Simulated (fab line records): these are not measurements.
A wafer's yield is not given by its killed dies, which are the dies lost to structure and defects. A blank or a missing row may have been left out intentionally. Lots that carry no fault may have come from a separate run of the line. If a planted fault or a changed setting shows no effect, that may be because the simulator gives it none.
fab line records ; flow n5_finfet
record lots=4; wafers=12; last_day=20
route steps=1938 shown BEOL_M3@1009 BEOL_M4@1021
lots untouched by any fault: they come from a run of this same line in which no faults occurred
start_h: start of the lot's first displayed wafer, in hours after the record's first day ; wait_h: hours elapsed since this lot's preceding step ; " repeats the value in the row above ; L1.1+2: a row that stands for several wafers ; - no value, or no start was given ; * or withheld: withheld ; < > ~ a bound
route shown NAME@n: a module of which the file shows steps, and the number in the route of the first ; usual: average and standard deviation across the fault-free wafers ; same: alike in all rows ; chamber/n: place in a boat ; sites: the reading at each site ; _std_site: standard deviation of those values ; _edge_site: the outer-site mean with the inner-site mean subtracted ; radius_mm: how far each site lies from the wafer's centre ; mask NAME#n: copy n ; behind: the most recent tool/chamber to have shaped the wafer ; hold: why the lot was held/for how many hours/how that ended ; device: whichever transistor did not switch (one of n, p or np) ; end of line: the same wafers' tests at the end of the route ; step lacking rows: just its recipe ; killed: dies lost to structure and defects at the first sort, not the wafer's yield ; map: shows each die of a wafer: x if killed, . if not, _ if none is there
set.NAME: the setting as run; set.NAME@STEP: as run at that earlier step ; model.NAME: the simulator's own value behind a step, which no gauge read
lots at some steps of the route; a table a step, a row a wafer
services: from which hour (start_h, from the record's first day; less than 0 if before it) a tool's chamber was out of use, for how many hours, and why
## steps
# step N5_BEOL_M3_ANNEAL_95
# recipe temp_c=400; time_s=240; ambient=vacuum
# step N5_BEOL_M3_SPUTTER_96
# recipe material=Cu; target_thk_a=45; temp_c=-20; chamber_pressure_pa=0.07; power_w=withheld; time_s=8.29
# step N5_BEOL_M3_ECD_50
# recipe material=Cu; target_thk_a=3000
# step N5_BEOL_M3_ANNEAL_51
# recipe temp_c=225; time_s=90; ambient=N2
# step N5_BEOL_M3_CMP_52
# recipe stop_on=SiOC; t_overpolish_s=6.8; down_force_psi=1; platen_rpm=50; clearing_platen_down_force_psi=1.5; clearing_platen_rpm=50; post_cmp_clean=cu_alkaline; target_thk_nm=40; clearing_platen_pad_velocity_m_s=0.99484; pad_velocity_m_s=0.99484
# step N5_BEOL_M3_PRE_CLEAN_60
# recipe gas=NH3/H2; time_s=15; temp_c=*; rf_power_w=300
# step N5_BEOL_M3_CO_CAP_55
# recipe material=Co; target_thk_a=20; temp_c=200; precursor=CCTBA/H2; pressure_torr=30; time_s=102.1
# step N5_BEOL_M3_PRE_CLEAN_56
# recipe gas=NH3; time_s=15; temp_c=withheld; rf_power_w=300
# step N5_BEOL_M3_DEP_57
# recipe material=SiCN; target_thk_a=80; temp_c=withheld; precursor=3MS/NH3; pressure_torr=3; rf_w=202; time_s=14
# step N5_BEOL_M4_ILD_DEP_00
# recipe material=SiOC; target_thk_a=790; temp_c=350; precursor=DEMS/O2; pressure_torr=5; rf_w=500; time_s=15.3
# usual heater_power_w=535/70; showerhead_plenum_p_Torr=5.687/0.014; susceptor_temp_C=350.02/0.19; throttle_valve_pct=11.8/0.4
lot.wafer;tool;chamber;start_h;wait_h;heater_power_w;showerhead_plenum_p_Torr;susceptor_temp_C;throttle_valve_pct;model.SiOC_of_BEOL_M4_ILD_DEP_00.thk_nm
L196.1;pecvd-01;1;238.82;0.0;544;5.693;339.07;12.4;81
L196.2;pecvd-01;0;238.82;0.0;487;5.695;339.17;11.7;81
L196.4;pecvd-01;0;238.82;0.0;479;5.702;339.42;11.8;82.2
L200.1;pecvd-01;2;258.44;0.0;442;5.674;339.02;11.1;80.6
L200.4;pecvd-01;0;258.44;0.0;485;5.691;338.90;11.3;81.6
L200.5;pecvd-01;0;258.44;0.0;499;5.700;339.15;11.5;80.8
L207.1;pecvd-04;0;317.50;0.0;452;5.699;350.06;12.1;78.2
L207.2;pecvd-04;2;317.50;0.0;499;5.686;350.33;11.6;78.6
L207.4;pecvd-04;0;317.50;0.0;455;5.690;350.35;11.8;79.4
L208.3;pecvd-01;2;344.49;0.0;510;5.683;350.04;11.4;78.4
L208.4;pecvd-01;1;344.49;0.0;618;5.674;350.26;12.5;79
L208.5;pecvd-01;2;344.49;0.0;530;5.665;349.82;11.2;80
# step N5_BEOL_M4_PECVD_72
# recipe material=SiO2; target_thk_a=160; temp_c=400; precursor=TEOS/O2; pressure_torr=5.5; rf_w=450; teos_flow_sccm=53.8; gas=O2; flow_sccm=3000; time_s=18
# step N5_BEOL_M4_HM_DEP_02
# recipe material=TiN; target_thk_a=200; temp_c=25; chamber_pressure_pa=0.49996
# step N5_BEOL_M4_COAT_61
# recipe resist=SOC; temp_c=250; time_s=60; spin_rpm=1500; resist_thk_nm=60
# step N5_BEOL_M4_COAT_62
# recipe resist=SiARC; temp_c=220; time_s=60; spin_rpm=1500; resist_thk_nm=12
# step N5_BEOL_M4_COAT_73
# recipe resist=underlayer; temp_c=205; time_s=60; spin_rpm=1500; resist_thk_nm=5
# step N5_BEOL_M4_COAT_05
# recipe resist=CAR-EUV; spin_rpm=1500; resist_thk_nm=30
# step N5_BEOL_M4_EBR_07
# recipe solvent=PGMEA; ebr_width_mm=1.5
# step N5_BEOL_M4_SOFTBAKE_06
# recipe temp_c=110; time_s=60; resist=CAR-EUV
# step N5_BEOL_M4_EXPOSE_08
# recipe mask_id=M4; na=0.33; source_shape=dipole; sigma_inner=0.369; sigma_outer=0.767; polarization=unpolarized; dose_mj=41.25
# step N5_BEOL_M4_PEB_09
# recipe peb_temp_c=100; peb_time_s=60; resist=CAR-EUV
# step N5_BEOL_M4_DEVELOP_10
# recipe develop_time_s=30; developer=TMAH; resist=CAR-EUV; rinse_liquid=surfactant_rinse; dry=air_spin; dev_temp_c=23
# step N5_BEOL_M4_DESCUM_16
# recipe chemistry=O2; time_s=7; source_power_w=50; bias_power_w=20; pressure_mtorr=20; rf_frequency_hz=2.712e+07; temp_c=40; resist=CAR-EUV; o2_flow_sccm=225
# step N5_BEOL_M4_ETCH_74
# recipe chemistry=N2/H2; target=underlayer; target_depth_a=65; mask_material=CAR-EUV; time_s=5.2; ion_energy_ev=200; pressure_mtorr=30; source_w=840; bias_w=150; n2_flow_sccm=200; h2_flow_sccm=200; ends=cleared
# step N5_BEOL_M4_ETCH_63
# recipe chemistry=CF4; target=SiARC; target_depth_a=156; mask_material=CAR-EUV; time_s=26; ion_energy_ev=80; pressure_mtorr=40; source_w=545; bias_w=36; Ar_flow_sccm=100; cf4_flow_sccm=100; ends=cleared
# step N5_BEOL_M4_ETCH_64
# recipe chemistry=N2/H2; target=SOC; target_depth_a=750; overetch_a=225; mask_material=SiARC; temp_c=40; time_s=121.9; ion_energy_ev=200; pressure_mtorr=30; source_w=840; bias_w=150; n2_flow_sccm=200; h2_flow_sccm=200
# step N5_BEOL_M4_STRIP_65
# recipe chemistry=N2/H2; temp_c=40; n2_flow_sccm=200; h2_flow_sccm=200; rf_frequency_hz=6e+07
# step N5_BEOL_M4_STRIP_75
# recipe chemistry=N2/H2; temp_c=40; n2_flow_sccm=200; h2_flow_sccm=200; rf_frequency_hz=6e+07
# step N5_BEOL_M4_STRIP_66
# recipe chemistry=CF4; resist=SiARC; power_w=300; bias_power_w=75; pressure_mtorr=50; cf4_flow_sccm=150; rf_frequency_hz=6e+07
# step N5_BEOL_M4_HM_OPEN_17
# recipe chemistry=Cl2/BCl3; target_depth_a=200; overetch_a=60; target=TiN; mask_material=SOC; ion_energy_ev=150; pressure_mtorr=10; icp_w=1000; bias_w=126; Cl2_flow_sccm=53.25; bcl3_flow_sccm=21.75; Ar_flow_sccm=25
# step N5_BEOL_M4_STRIP_19
# recipe chemistry=O2; power_w=400; temp_c=40; pressure_mtorr=30; rf_frequency_hz=6e+07; bias_power_w=0; overash_fraction=0.2; o2_flow_sccm=225
# step N5_BEOL_M4_COAT_67
# recipe resist=SOC; temp_c=250; time_s=60; spin_rpm=1500; resist_thk_nm=60
# step N5_BEOL_M4_COAT_68
# recipe resist=SiARC; temp_c=220; time_s=60; spin_rpm=1500; resist_thk_nm=12
# step N5_BEOL_M4_COAT_76
# recipe resist=underlayer; temp_c=205; time_s=60; spin_rpm=1500; resist_thk_nm=5
# step N5_BEOL_M4_COAT_22
# recipe resist=CAR-EUV; spin_rpm=1500; resist_thk_nm=30
# step N5_BEOL_M4_CMP_52
# recipe stop_on=SiOC; t_overpolish_s=6.8; down_force_psi=1; platen_rpm=50; clearing_platen_down_force_psi=1.5; clearing_platen_rpm=50; post_cmp_clean=cu_alkaline; target_thk_nm=40; clearing_platen_pad_velocity_m_s=0.99484; pad_velocity_m_s=0.99484
# usual barrier_field_endpoint_s=24.6/0.64; motor_current_A=6.3/0.76; overpolish_run_s=6.800/0.0088; time_to_endpoint_s=61.8/2.6
lot.wafer;tool;chamber;start_h;wait_h;barrier_field_endpoint_s;motor_current_A;overpolish_run_s;time_to_endpoint_s;model.SiOC_of_BEOL_M4_ILD_DEP_00.thk_nm
L196.4;cmp-03;0;274.93;0.2;24.4;6.3;6.790;60.3;79.2
L196.2;cmp-03;1;274.93;0.2;24.5;6.1;6.798;62.7;78
L196.1;cmp-03;2;274.93;0.2;24.5;6.7;6.794;60.5;78
L200.1;cmp-02;0;295.13;0.3;25.7;7.5;6.813;62.6;77.6
L200.4;cmp-02;3;295.13;0.3;25.0;5.6;6.803;60.4;78.6
L200.5;cmp-02;1;295.13;0.3;26.5;5.1;6.809;63.5;77.8
L207.1;cmp-02;0;326.57;0.3;25.1;7.4;6.798;62.1;75.2
L207.4;cmp-02;1;326.57;0.3;25.3;5.2;6.801;64.0;76.4
L207.2;cmp-02;2;326.57;0.3;24.6;7.1;6.794;63.4;75.6
L208.4;cmp-02;0;368.90;0.2;24.0;7.5;6.799;62.6;76
L208.3;cmp-02;1;368.90;0.2;24.3;5.0;6.800;64.8;75.4
L208.5;cmp-02;2;368.90;0.2;24.2;7.0;6.805;58.9;77
# step N5_BEOL_M4_RC_MEAS_101
# usual DIBL_N=36.0/1.3; DIBL_P=36.2/1.7; IOFF_N=0.155/0.024; IOFF_P=0.21/0.034; ION_N=674/9; ION_P=463/7.1; SS_N=71.4/0.5; SS_P=73.4/0.57; VT_N=250.0/2.8; VT_P=-251/3.2
lot.wafer;tool;chamber;start_h;wait_h;DIBL_N[mV/V];DIBL_P[mV/V];IOFF_N[nA/um];IOFF_P[nA/um];ION_N[uA/um];ION_P[uA/um];SS_N[mV/dec];SS_P[mV/dec];VT_N[mV];VT_P[mV]
L196.1;prober-02;0;275.49;0.0;37.0;38.2;0.178;0.22;685;457;71.6;74.0;247.9;-251
L196.2;prober-02;0;275.49;0.0;35.5;36.5;0.145;0.19;670;455;71.2;72.9;251.7;-253
L196.4;prober-02;0;275.49;0.0;34.1;34.6;0.124;0.17;664;458;70.4;73.0;253.6;-254
L200.1;prober-01;0;295.73;0.0;35.1;35.8;0.161;0.21;676;462;72.1;73.3;249.1;-250
L200.4;prober-01;0;295.73;0.0;35.6;36.7;0.174;0.23;679;464;71.7;74.4;246.4;-246
L200.5;prober-01;0;295.73;0.0;34.1;34.7;0.149;0.19;674;460;71.1;72.4;247.5;-249
L207.1;prober-01;0;327.21;0.0;36.0;35.8;0.151;0.23;683;470;72.1;73.0;251.5;-248
L207.2;prober-01;0;327.21;0.0;37.4;37.8;0.175;0.26;684;477;71.5;73.9;246.8;-245
L207.4;prober-01;0;327.21;0.0;37.0;36.7;0.169;0.24;678;469;72.1;73.8;250.7;-248
L208.3;prober-01;0;369.74;0.3;36.5;37.8;0.169;0.22;677;467;72.0;73.8;246.4;-251
L208.4;prober-01;0;369.74;0.3;36.6;38.2;0.188;0.24;689;471;72.0;73.6;246.5;-249
L208.5;prober-01;0;369.74;0.3;36.4;37.4;0.172;0.22;679;462;71.7;73.4;246.8;-250
## services
tool;chamber;start_h;hours;kind
cmp-03;-;230.10;4.0;pm
cmp-03;-;234.10;-;consumable_replace:conditioner
cmp-03;-;234.10;-;consumable_replace:pad
pecvd-01;-;242.61;1.4;repair
cmp-03;-;246.85;3.4;repair
pecvd-01;1;252.95;6.0;repair
cmp-03;-;262.37;2.5;repair
pecvd-04;2;280.44;5.3;repair
pecvd-01;0;309.09;-;clean
pecvd-01;0;309.09;29.5;scheduled_down
pecvd-01;0;309.09;29.5;vent_cycle
cmp-03;-;312.21;3.3;pm
cmp-03;-;318.05;1.8;repair
cmp-02;-;319.57;0.9;repair
pecvd-04;2;325.04;2.1;scheduled_down
pecvd-01;0;338.59;5.5;scheduled_down
cmp-02;-;343.07;2.4;repair
cmp-02;-;349.95;2.2;repair
pecvd-01;2;361.61;2.1;scheduled_down
cmp-03;-;362.08;1.0;repair
cmp-03;-;368.47;1.3;repair
## key
first_sign step=N5_BEOL_M4_ILD_DEP_00; reading=susceptor_temp_C; direction=down; sigmas=59; usual=*; struck=*
effect none on later readings
model_effect step=N5_BEOL_M4_ILD_DEP_00; value=SiOC_of_BEOL_M4_ILD_DEP_00.thk_nm; without=78.53; struck=81.2
model_effect step=N5_BEOL_M4_CMP_52; value=SiOC_of_BEOL_M4_ILD_DEP_00.thk_nm; without=75.53; struck=78.2
met_at N5_BEOL_M4_ILD_DEP_00
struck_wafers L196.1,L196.2,L196.4,L200.1,L200.4,L200.5
fault kind=process_parameter_drift; tool=pecvd-01; chamber=-; onset_h=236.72; steps=N5_BEOL_M4_ILD_DEP_00; channel=temp_c; offset=*; shape=step; end_h=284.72; acts_in=*; stated=*
